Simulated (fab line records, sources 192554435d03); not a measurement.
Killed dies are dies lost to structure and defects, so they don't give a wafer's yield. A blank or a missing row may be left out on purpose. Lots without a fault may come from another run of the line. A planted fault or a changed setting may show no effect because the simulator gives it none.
Chamber matching | flow n5_finfet | N5_FIN_SAQP_SPACER2_ETCHBACK_29 on rie_diel-01: 4 sister chambers
The step etches SiO2 in CHF3/O2, target depth 12.2 nm, time 6.1 s. 14 wafers are shown with their chamber, then 7 later ones without.

WAFERS WITH THEIR CHAMBER
wafer  | chamber | rf_vpp_V (V) | throttle_valve_pct (%) | oes_product_au (a.u.)
L075.2 | 1       | 537          | 19.0                   | 0.73
L075.4 | 1       | 539          | 19.0                   | 0.72
L075.6 | 3       | 518          | 19.4                   | 0.69
L076.3 | 1       | 538          | 19.0                   | 0.72
L076.4 | 0       | 525          | 18.6                   | 0.96
L076.6 | 0       | 524          | 18.6                   | 0.98
L086.2 | 1       | 538          | 19.0                   | 0.71
L086.3 | 0       | 523          | 18.7                   | 0.91
L086.6 | 2       | 534          | 19.0                   | 0.73
L091.1 | 3       | 526          | 19.0                   | 0.93
L091.4 | 0       | 522          | 18.7                   | 0.89
L091.5 | 1       | 537          | 19.0                   | 0.71
L094.2 | 2       | 535          | 19.0                   | 0.71
L094.3 | 3       | 527          | 19.0                   | 0.92

SIGNATURES (means of the wafers above)
reading            | chamber 0 | chamber 1 | chamber 2 | chamber 3 | scatter within a chamber
rf_vpp_V           | 523.50    | 537.80    | 534.50    | 523.67    | 2.39
throttle_valve_pct | 18.650    | 19.000    | 19.000    | 19.133    | 0.108
oes_product_au     | 0.9350    | 0.7180    | 0.7200    | 0.8467    | 0.0653
Rule: a wafer's distance from a chamber is the root of the sum, over the readings, of the square of ((its reading less the chamber's mean) divided by the reading's scatter). The wafer belongs to the nearest chamber; if the next one is less than 2 further off, it can't be placed. The scatter: the root of (the sum of the squares of (reading less its chamber's mean) over the shown wafers, divided by (wafers less chambers)).

WAFERS WITHOUT THEIR CHAMBER
wafer  | rf_vpp_V (V) | throttle_valve_pct (%) | oes_product_au (a.u.)
L094.4 | 523          | 18.7                   | 0.88
L095.3 | 526          | 19.0                   | 0.91
L095.5 | 533          | 19.1                   | 0.71
L095.6 | 526          | 19.0                   | 0.90
L096.3 | 526          | 19.0                   | 0.90
L096.4 | 533          | 19.1                   | 0.71
L096.5 | 533          | 19.1                   | 0.71

WHICH CHAMBER EACH WENT THROUGH
wafer  | from the rows above     | in truth
L094.4 | 0                       | 0
L095.3 | can't be placed: 3 or 0 | 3
L095.5 | can't be placed: 2 or 1 | 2
L095.6 | can't be placed: 3 or 0 | 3
L096.3 | can't be placed: 3 or 0 | 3
L096.4 | can't be placed: 2 or 1 | 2
L096.5 | can't be placed: 2 or 1 | 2
Placed correctly: 1 of 7. Can't be placed from these rows: 6 (the true chamber is among the candidates in 6). Placed wrongly: 0.
